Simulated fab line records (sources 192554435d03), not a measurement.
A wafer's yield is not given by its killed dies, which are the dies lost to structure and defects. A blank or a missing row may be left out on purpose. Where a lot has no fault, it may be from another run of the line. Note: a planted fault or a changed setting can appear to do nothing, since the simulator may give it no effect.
What tool caused it? | flow n5 finfet | 21 wafers sampled from 7 lots at 1 step of a route of 1938

WHAT THE GAUGES SHOWED, per wafer
N5_BEOL_M1_OVL_MEAS_12.
lot  | measured     | on         | M1_OVL (nm)
L567 | day 6 17:52  | overlay-02 | 0.0 1.0 -0.3
L568 | day 7 10:19  | overlay-01 | -0.8 -0.1 0.7
L573 | day 8 06:47  | overlay-01 | 0.8 0.0 -0.5
L575 | day 8 22:38  | overlay-01 | 1.4 0.5 0.8
L577 | day 9 13:47  | overlay-01 | 0.2 0.0 0.4
L583 | day 10 22:43 | overlay-01 | 0.2 -0.4 -0.1
L586 | day 11 15:43 | overlay-01 | 0.5 0.8 0.2

EACH LOT AND THE TOOL THAT RAN IT (in order: tool; ch and the chambers of the sampled wafers; start)
Record: no process step prior to these readings.

THE ANSWER, worked out from the rows above alone
Rule: usual is defined by the lots themselves. The widest of any qualifying gaps counts: lots, ordered by their means at a reading, are off when they make up no more than a third of the lots, leave a main group of 4 or more, and stand apart from it by 3 or more times the standard deviation of that group's means. Not used: any main group whose means are identical at the precision the tables above print for the reading. Also off: a lot with no number at a reading for which 4 or more lots have one. All remaining lots with rows at the step are treated as sound.
Across all readings shown, no lot is off: no conclusion can be drawn from this.

WHAT THE SIMULATOR PUT IN
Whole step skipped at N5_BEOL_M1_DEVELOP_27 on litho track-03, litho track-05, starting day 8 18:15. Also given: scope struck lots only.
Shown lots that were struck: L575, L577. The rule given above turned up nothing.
